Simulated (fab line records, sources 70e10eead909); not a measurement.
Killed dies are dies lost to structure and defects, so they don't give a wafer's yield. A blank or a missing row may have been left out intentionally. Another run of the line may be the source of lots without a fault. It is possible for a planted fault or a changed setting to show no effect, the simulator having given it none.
Comparing a struck lot with a sound one    flow nand harc    13 steps out of a route of 1302
Sound: the wafers L717.3, L717.5, L717.6. Struck: wafer L728.5. (L728.4, L728.6 of the same lot were not struck and are left out.) The cause comes at the end.
At each step with rows: each side's tool, then ch and its chambers, then its first start. Under that, the readings that differ: sound wafers    struck wafers    difference of the means    sigmas: that difference in standard deviations of wafers without a fault.
alike: a reading whose means differ by less than 2 such deviations, as well as words and numbers matching on both sides. not compared: withheld readings; readings where some wafer has no value; bounds like >300 that might hide an equal value; numbers whose values overlap and for which the record gives no deviation.
Wherever a step has rows on one side only, a row that says differs or no value, or a row with sigmas, the two part there. When numbers do not overlap yet have no deviation, they are printed without sigmas and do not part them. A reading missing from all wafers of one side parts the sides only when that side holds two or more wafers.

NHARC_A_SLIT_ETCH_29: etches the open film in CF4/O2, target depth 100 nm, overetch 10 nm, time 55 s.
  sound on rie diel-12 ch 0,1,3, day 21 12:35; struck on rie diel-12 ch 1, day 26 14:50
  alike: drypump motor current A, mfc ar sccm, oes product au, rf vpp V, showerhead plenum p Torr, throttle valve pct
  not compared: rf hours counter h
NHARC_A_SLIT_STRIP_18: strips in O2.
  sound on rie diel-12 ch 1,2,3; struck on rie diel-12 ch 1
reading                 sound                 struck  difference  sigmas
throttle valve pct (%)  17.035 17.034 17.030  17.050  +0.017      +2
  alike: drypump motor current A, mfc ar sccm, oes product au, rf vpp V, showerhead plenum p Torr
  not compared: rf hours counter h
then, 2 steps without rows for these wafers: NHARC_A_SLIT_PRECLEAN_19 (cleans in SC1); NHARC_A_SLIT_SRD_20.
NHARC_A_SLIT_CD_MEAS_21:
  struck on cd sem-02, day 26 15:22; sound on cd sem-01, day 21 13:07
  alike: cd nm
then, 3 steps without rows for these wafers: NHARC_A_SIN_REMOVE_WET_00 (chemistry H3PO4, time 15300 s); NHARC_A_SIN_REMOVE_PRECLEAN_01 (cleans in SC1); NHARC_A_SIN_REMOVE_SRD_02.
NHARC_A_SIN_REMOVE_INSPECT_04:
  struck on defect inspect-02, day 26 22:00; sound on defect inspect-01, day 21 19:47
reading           sound        struck  difference  sigmas
raw defect count  214 309 270  562     +298        +4
NHARC_A_WL_FILL_ALD_00: deposits Al2O3, target thk 3 nm, pulse time 3 s, ald cycles 30.
  sound on ald hk-01 ch 0,2,3, day 21 20:14; struck on ald hk-04 ch 2, day 26 22:07
  alike: heater power w, precursor pulse height rel
  not compared: ald cycles
NHARC_A_WL_FILL_RTA_01: time 5 s.
  sound on rtp anneal-01 ch 0, day 21 20:30; struck on rtp anneal-01 ch 0, day 26 22:31
  alike: lamp power pct, lamp_zone_1_pct, lamp_zone_6_pct, wafer_temp_C_max
NHARC_A_WL_FILL_ALD_02: deposits TiN, target thk 2 nm, pulse time 3 s, ald cycles 100.
  sound on ald metal-04 ch 2,3, day 21 20:42; struck on ald metal-04 ch 2, day 26 22:41
reading     sound        struck  difference  sigmas
ald cycles  100 100 100  152     +52         
  alike: heater power w, precursor pulse height rel
NHARC_END_SORT_01:
  the record has rows for the sound wafers here (prober-01 ch 0, day 26 02:07) and none for the struck ones

WHERE THEY PART
At NHARC_A_SLIT_STRIP_18 first; at NHARC_END_SORT_01 last (within this record only).

WHY: what had been put in by the simulator
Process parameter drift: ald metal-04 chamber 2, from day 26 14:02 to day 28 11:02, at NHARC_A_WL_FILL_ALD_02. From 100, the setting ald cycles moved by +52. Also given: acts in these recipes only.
